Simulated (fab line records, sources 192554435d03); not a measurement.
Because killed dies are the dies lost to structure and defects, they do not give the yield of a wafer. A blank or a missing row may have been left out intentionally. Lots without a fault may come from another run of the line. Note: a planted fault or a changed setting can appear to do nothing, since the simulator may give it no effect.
Split-lot study    flow n5 finfet    21 wafers read across 7 lots, on a route 1938 steps long

## ABOUT THE SPLIT
At N5_MOL_CONTACT_COAG_EXPOSE_37 (exposes mask VD, defocus 0 nm), the setting dose mj was moved away from the recipe's 62 on 7 of the 21 wafers read, by -6.2% to +3.7%. All remaining wafers had this setting at the recipe value.

## FROM THE SPLIT TO THE READING: what the file shows between them, 2 steps
- N5_MOL_CONTACT_COAG_PEB_38: peb time 60 s
- N5_MOL_CONTACT_COAG_DEVELOP_39: develop time 30 s

## THE READING
cd nm, in nm, at N5_MOL_CONTACT_COAG_CD_MEAS_40 (target cd 25.1 nm). A value of 25.08 nm with a standard deviation of 0.25 nm is what fault-free wafers of this fab line usually give.

wafer   tool, chamber at the split  dose mj as run  against the recipe  cd nm, nm  against lot-mates on the recipe
L080.1  euv scanner-02, 0           62              recipe              25.05      -
L080.2  euv scanner-02, 0           62              recipe              25.40      -
L080.5  euv scanner-02, 0           62              recipe              25.01      -
L081.1  euv scanner-01, 0           60.18           -2.9%               24.25      no lot-mate on the recipe
L081.3  euv scanner-01, 0           60.18           -2.9%               24.28      no lot-mate on the recipe
L081.4  euv scanner-01, 0           60.18           -2.9%               24.46      no lot-mate on the recipe
L090.1  euv scanner-01, 0           62              recipe              24.88      -
L090.5  euv scanner-01, 0           62              recipe              25.04      -
L090.6  euv scanner-01, 0           58.17           -6.2%               24.03      -0.93
L091.2  euv scanner-02, 0           62              recipe              25.22      -
L091.5  euv scanner-02, 0           62              recipe              25.12      -
L091.6  euv scanner-02, 0           62              recipe              24.85      -
L093.2  euv scanner-02, 0           62              recipe              24.90      -
L093.5  euv scanner-02, 0           62              recipe              24.96      -
L093.6  euv scanner-02, 0           62              recipe              24.82      -
L096.1  euv scanner-01, 0           64.32           +3.7%               25.57      +0.67
L096.2  euv scanner-01, 0           62              recipe              24.90      -
L096.3  euv scanner-01, 0           64.32           +3.7%               26.21      +1.31
L097.2  euv scanner-02, 0           59.22           -4.5%               24.60      -0.63
L097.4  euv scanner-02, 0           62              recipe              25.18      -
L097.6  euv scanner-02, 0           62              recipe              25.29      -

THE FIT
A straight line over all 21 wafers: cd nm changes by +0.188 nm for each +1% of dose mj; r = +0.89; the points scatter about the line by 0.22 nm.
The same after taking each lot's own level away (the mean of its wafers on the recipe; 18 wafers): +0.188 nm for each +1%; r = +0.91; scatter 0.19 nm.
That fit puts the effect of the largest move of dose mj on the reading at 1.2 nm.
Measured against the standard deviation above, the lots' own levels, which go from 24.893 to 25.235 nm, span 1.4 times it.
The two slopes agree, so the slope changes little with the lot-to-lot level.
Check: -1.26 nm against its lot-mates is what the line predicts for one of the wafers moved furthest among these (-6.2%) when that wafer is left out of the fit. It came out at -0.93 nm against them.

## THESE WAFERS: OTHER SPLITS
Other splits were also applied to these wafers ahead of the reading. Each is held against what the fit with the lots' levels taken away leaves over:
other split on the same wafers         wafers away from the commonest value  r with cd nm (lot level and that fit taken away)
N5_HKMG_FIN_ETCH_32 bias w             8                                     +0.11
N5_GATE_CUT_ETCH_37 bias w             9                                     -0.29
N5_MOL_CONTACT_COAG_EXPOSE_81 dose mj  6                                     -0.08
N5_MOL_CONTACT_COAG_ETCH_91 source w   6                                     -0.05
N5_MOL_CONTACT_COAG_COAT_63 spin rpm   6                                     +0.09

## THE FILE'S OWN FIT
cd nm changes by +0.17 nm for each +1% of dose mj, r = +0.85.
